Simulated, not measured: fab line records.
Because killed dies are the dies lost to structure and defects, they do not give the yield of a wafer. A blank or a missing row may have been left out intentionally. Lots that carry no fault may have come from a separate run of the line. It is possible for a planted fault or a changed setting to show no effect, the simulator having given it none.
What tool caused it?	flow nand_harc	Sampling: 12 lots, 36 wafers, 3 of 1302 route steps

## WHAT THE GAUGES SHOWED, per wafer
NHARC_P_GATE_OVL_MEAS_27. Usual: overlay_x_nm 0.0 nm, standard deviation 0.93; overlay_y_nm 0.1 nm, standard deviation 0.86.
lot	measured	on	overlay_x_nm (nm)	overlay_y_nm (nm)	flag
L373	day 5 14:19	overlay-02	-0.6 -1.1 -0.7	0.9 1.4 0.6	
L375	day 6 12:47	overlay-02	-0.3 -0.5 -0.7	0.2 0.4 0.7	
L376	day 6 18:32	overlay-01	-0.3 -1.1 -0.5	-0.7 -0.6 -0.8	
L382	day 9 08:21	overlay-01	0.2 0.1 -0.5	0.2 0.1 -0.5	
L386	day 11 01:09	overlay-01	-1.2 -1.0 -0.5	0.1 1.3 0.8	
L387	day 11 00:40	overlay-02	2.1 1.6 1.8	1.3 1.0 1.2	
L389	day 12 01:20	overlay-02	1.4 1.9 1.8	-0.6 -1.5 -0.6	
L391	day 12 20:38	overlay-02	0.9 0.7 0.5	-0.2 -0.2 -0.2	
L392	day 13 13:42	overlay-01	0.8 1.4 0.6	0.0 0.5 -0.1	
L393	day 13 20:17	overlay-01	1.1 1.5 1.4	0.6 0.5 0.1	
L394	day 14 01:38	overlay-02	0.2 0.1 0.5	0.9 1.4 1.4	
L395	day 14 15:31	overlay-01	0.2 0.5 0.2	0.1 0.1 -0.3	

## TOOL THAT RAN EACH LOT (tool first, then ch and the chambers of the sampled wafers, then the start)
lot	NHARC_P_ZERO_WELL_DESCUM_13	NHARC_P_STI_CMP_21
L373	rie_diel-09 ch 2,3, day 2 07:29	cmp-01 ch 0,2,3, day 4 08:01
L375	rie_diel-03 ch 0,1,2, day 3 03:17	cmp-04 ch 1,3, day 4 22:14
L376	rie_diel-09 ch 1,3, day 3 13:17	cmp-04 ch 1,2, day 5 07:34
L382	rie_diel-06 ch 1,2,3, day 6 01:23	cmp-04 ch 0,1,3, day 7 18:49
L386	rie_diel-06 ch 0,1,3, day 7 17:24	cmp-03 ch 2,3, day 9 15:34
L387	rie_diel-03 ch 0,2,3, day 8 03:23	cmp-03 ch 1,3, day 9 20:28
L389	rie_diel-09 ch 0,1,2, day 8 23:17	cmp-04 ch 0,2,3, day 10 17:04
L391	rie_diel-09 ch 0,1,3, day 9 19:29	cmp-04 ch 0,2,3, day 11 12:51
L392	rie_diel-06 ch 0,2,3, day 10 05:32	cmp-03 ch 1,2,3, day 12 04:15
L393	rie_diel-03 ch 0,1,3, day 10 15:25	cmp-01 ch 0,2,3, day 12 11:27
L394	rie_diel-03 ch 1,2,3, day 11 01:24	cmp-04 ch 1,2,3, day 12 18:58
L395	rie_diel-06 ch 1,2, day 11 11:25	cmp-03 ch 0,2, day 13 07:31
- NHARC_P_ZERO_WELL_DESCUM_13: chemistry O2, time 3 s.
- NHARC_P_STI_CMP_21: polishes, t overpolish 20 s, target thk 380.67 nm.

## AS READ BY THE TOOLS THEMSELVES (means over the sampled wafers that have a number; for cases with no such wafer, the mark the record gives instead)
NHARC_P_ZERO_WELL_DESCUM_13. Usual: drypump_motor_current_A 5.6 A, standard deviation 0.39; oes_product_au 1.001 a.u., standard deviation 0.014; rf_vpp_V 57.7 V, standard deviation 0.93; showerhead_plenum_p_Torr 1.88 Torr, standard deviation 0.094; throttle_valve_pct 11.310 %, standard deviation 0.0097.
lot	tool	drypump_motor_current_A (A)	oes_product_au (a.u.)	rf_vpp_V (V)	showerhead_plenum_p_Torr (Torr)	throttle_valve_pct (%)	flag
L373	rie_diel-09	5.4	0.988	58.1	1.90	11.322	
L375	rie_diel-03	5.9	1.007	57.8	1.94	11.302	
L376	rie_diel-09	5.1	1.006	57.4	1.93	11.317	
L382	rie_diel-06	5.3	1.003	57.3	1.82	11.310	
L386	rie_diel-06	5.2	0.991	58.7	1.91	11.308	
L387	rie_diel-03	6.0	0.993	57.4	1.90	11.317	
L389	rie_diel-09	5.6	1.004	57.7	1.92	11.313	
L391	rie_diel-09	5.4	1.011	57.3	1.95	11.324	
L392	rie_diel-06	5.5	0.996	58.0	1.87	11.313	
L393	rie_diel-03	5.9	0.989	57.3	1.89	11.313	
L394	rie_diel-03	5.8	0.996	57.5	1.93	11.297	
L395	rie_diel-06	5.4	1.009	57.4	1.81	11.303	

NHARC_P_STI_CMP_21. Usual: motor_current_A 11.6 A, standard deviation 0.88; overpolish_run_s 20.000 s, standard deviation 0.0094; pad_life_wafers 174, standard deviation 100.
lot	tool	motor_current_A (A)	overpolish_run_s (s)	pad_life_wafers	flag
L373	cmp-01	12.1	19.988	373	
L375	cmp-04	11.1	20.003	265	
L376	cmp-04	11.4	20.002	294	
L382	cmp-04	11.4	35.131	157	OFF
L386	cmp-03	12.2	19.994	188	
L387	cmp-03	12.8	20.000	218	
L389	cmp-04	11.8	20.008	74	
L391	cmp-04	11.7	20.000	146	
L392	cmp-03	12.5	19.993	20	
L393	cmp-01	11.7	20.006	302	
L394	cmp-04	10.9	19.987	241	
L395	cmp-03	10.6	20.002	151	

## THE ANSWER, worked out from the rows above alone
Rule: a lot counts as off when the mean over its wafers that have a number is more than 3 standard deviations away from the usual mean. Also off: a lot with no number at a reading for which 4 or more lots have one. The other lots that the step has rows for count as sound. Order of review: gauges by route order, followed by the tools' own readings, for which a lot's mean as printed above is used. The first step at which some lot is off is used, and at that step the reading that is off furthest; a lot without a number counts as furthest.
Off: L382 (NHARC_P_STI_CMP_21, overpolish_run_s).
A tool fits if, at that step or a process step before it, it ran every lot that is off, and no sound lot after the first of them. Of those tried, none fits.

## WHAT THE SIMULATOR PUT IN
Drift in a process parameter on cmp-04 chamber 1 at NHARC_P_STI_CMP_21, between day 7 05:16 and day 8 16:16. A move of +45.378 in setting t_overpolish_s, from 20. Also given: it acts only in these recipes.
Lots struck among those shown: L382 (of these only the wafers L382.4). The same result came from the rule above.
